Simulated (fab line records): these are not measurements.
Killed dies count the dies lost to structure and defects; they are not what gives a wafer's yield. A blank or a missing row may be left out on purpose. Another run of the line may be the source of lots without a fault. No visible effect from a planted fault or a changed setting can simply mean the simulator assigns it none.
Chamber matching :: flow nand-harc :: rie-si-01 running NHARC_P_ZERO_WELL_ETCH_63: 4 sister chambers
The step etches the open film in HBr/Cl2, target depth 120 nm, time 40.1 s. 22 wafers are shown with their chamber, then 11 later ones without.

## WAFERS, EACH WITH ITS CHAMBER
wafer: L075.1
chamber: 0
drypump-motor-current-A (A): 5.2
oes-product-au (a.u.): 0.997
hbr-flow-sccm (sccm): 150.3

wafer: L075.2
chamber: 3
drypump-motor-current-A (A): 5.6
oes-product-au (a.u.): 1.005
hbr-flow-sccm (sccm): 149.6

wafer: L075.4
chamber: 2
drypump-motor-current-A (A): 6.0
oes-product-au (a.u.): 0.995
hbr-flow-sccm (sccm): 149.9

wafer: L080.1
chamber: 3
drypump-motor-current-A (A): 5.6
oes-product-au (a.u.): 1.005
hbr-flow-sccm (sccm): 150.6

wafer: L080.2
chamber: 0
drypump-motor-current-A (A): 5.2
oes-product-au (a.u.): 1.001
hbr-flow-sccm (sccm): 150.1

wafer: L080.4
chamber: 1
drypump-motor-current-A (A): 6.0
oes-product-au (a.u.): 0.994
hbr-flow-sccm (sccm): 150.5

wafer: L082.2
chamber: 0
drypump-motor-current-A (A): 5.2
oes-product-au (a.u.): 1.011
hbr-flow-sccm (sccm): 150.3

wafer: L082.5
chamber: 1
drypump-motor-current-A (A): 6.0
oes-product-au (a.u.): 1.006
hbr-flow-sccm (sccm): 149.6

wafer: L082.6
chamber: 0
drypump-motor-current-A (A): 5.2
oes-product-au (a.u.): 1.005
hbr-flow-sccm (sccm): 149.9

wafer: L084.2
chamber: 1
drypump-motor-current-A (A): 6.0
oes-product-au (a.u.): 0.995
hbr-flow-sccm (sccm): 149.4

wafer: L084.4
chamber: 3
drypump-motor-current-A (A): 5.6
oes-product-au (a.u.): 1.006
hbr-flow-sccm (sccm): 150.2

wafer: L084.6
chamber: 3
drypump-motor-current-A (A): 5.6
oes-product-au (a.u.): 1.002
hbr-flow-sccm (sccm): 149.6

wafer: L085.2
chamber: 2
drypump-motor-current-A (A): 5.9
oes-product-au (a.u.): 1.009
hbr-flow-sccm (sccm): 149.5

wafer: L085.3
chamber: 0
drypump-motor-current-A (A): 5.2
oes-product-au (a.u.): 1.003
hbr-flow-sccm (sccm): 149.8

wafer: L085.4
chamber: 3
drypump-motor-current-A (A): 5.6
oes-product-au (a.u.): 1.007
hbr-flow-sccm (sccm): 150.0

wafer: L086.2
chamber: 3
drypump-motor-current-A (A): 5.6
oes-product-au (a.u.): 0.996
hbr-flow-sccm (sccm): 149.7

wafer: L086.3
chamber: 0
drypump-motor-current-A (A): 5.2
oes-product-au (a.u.): 0.990
hbr-flow-sccm (sccm): 149.8

wafer: L086.5
chamber: 3
drypump-motor-current-A (A): 5.6
oes-product-au (a.u.): 0.996
hbr-flow-sccm (sccm): 149.7

wafer: L089.1
chamber: 0
drypump-motor-current-A (A): 5.2
oes-product-au (a.u.): 0.986
hbr-flow-sccm (sccm): 149.7

wafer: L089.2
chamber: 2
drypump-motor-current-A (A): 5.9
oes-product-au (a.u.): 0.985
hbr-flow-sccm (sccm): 150.1

wafer: L089.4
chamber: 1
drypump-motor-current-A (A): 6.0
oes-product-au (a.u.): 0.995
hbr-flow-sccm (sccm): 149.7

wafer: L093.1
chamber: 3
drypump-motor-current-A (A): 5.6
oes-product-au (a.u.): 1.003
hbr-flow-sccm (sccm): 149.7

SIGNATURES (averages over the wafers above)
reading: drypump-motor-current-A
chamber 0: 5.200
chamber 1: 6.000
chamber 2: 5.933
chamber 3: 5.600
scatter within a chamber: 0.0192

reading: oes-product-au
chamber 0: 0.99900
chamber 1: 0.99750
chamber 2: 0.99633
chamber 3: 1.00250
scatter within a chamber: 0.00735

reading: hbr-flow-sccm
chamber 0: 149.986
chamber 1: 149.800
chamber 2: 149.833
chamber 3: 149.887
scatter within a chamber: 0.345
Rule: for each reading, subtract the chamber's mean from the wafer's reading, divide by that reading's scatter and square the result; add these up over the readings and take the root, which gives the wafer's distance from the chamber. The wafer belongs to the nearest chamber; if the next one is less than 2 further off, it can't be placed. The scatter: take each reading less its chamber's mean, square it, sum over the shown wafers, divide by the number of wafers less the number of chambers, and take the root.

## WAFERS MISSING THEIR CHAMBER
wafer: L093.3
drypump-motor-current-A (A): 6.0
oes-product-au (a.u.): 1.007
hbr-flow-sccm (sccm): 150.2

wafer: L093.5
drypump-motor-current-A (A): 6.0
oes-product-au (a.u.): 0.999
hbr-flow-sccm (sccm): 150.8

wafer: L095.1
drypump-motor-current-A (A): 5.6
oes-product-au (a.u.): 1.010
hbr-flow-sccm (sccm): 151.0

wafer: L095.4
drypump-motor-current-A (A): 5.2
oes-product-au (a.u.): 1.004
hbr-flow-sccm (sccm): 149.5

wafer: L095.5
drypump-motor-current-A (A): 5.6
oes-product-au (a.u.): 1.002
hbr-flow-sccm (sccm): 150.8

wafer: L096.3
drypump-motor-current-A (A): 6.0
oes-product-au (a.u.): 0.997
hbr-flow-sccm (sccm): 149.7

wafer: L096.4
drypump-motor-current-A (A): 5.2
oes-product-au (a.u.): 1.001
hbr-flow-sccm (sccm): 150.1

wafer: L096.5
drypump-motor-current-A (A): 5.9
oes-product-au (a.u.): 1.008
hbr-flow-sccm (sccm): 150.2

wafer: L097.1
drypump-motor-current-A (A): 5.6
oes-product-au (a.u.): 1.012
hbr-flow-sccm (sccm): 150.2

wafer: L097.4
drypump-motor-current-A (A): 6.0
oes-product-au (a.u.): 1.008
hbr-flow-sccm (sccm): 149.9

wafer: L097.5
drypump-motor-current-A (A): 6.0
oes-product-au (a.u.): 1.008
hbr-flow-sccm (sccm): 149.4

## THE CHAMBER EACH PASSED THROUGH
wafer: L093.3
from the rows above: 1
in truth: 1

wafer: L093.5
from the rows above: can't be placed: 1 or 2
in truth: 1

wafer: L095.1
from the rows above: 3
in truth: 3

wafer: L095.4
from the rows above: 0
in truth: 0

wafer: L095.5
from the rows above: 3
in truth: 3

wafer: L096.3
from the rows above: 1
in truth: 1

wafer: L096.4
from the rows above: 0
in truth: 0

wafer: L096.5
from the rows above: 2
in truth: 2

wafer: L097.1
from the rows above: 3
in truth: 3

wafer: L097.4
from the rows above: 1
in truth: 1

wafer: L097.5
from the rows above: 1
in truth: 1
Correctly placed: 10 of 11. These rows do not allow placing 1 (true chamber among the candidates in 1). Wrongly placed: 0.
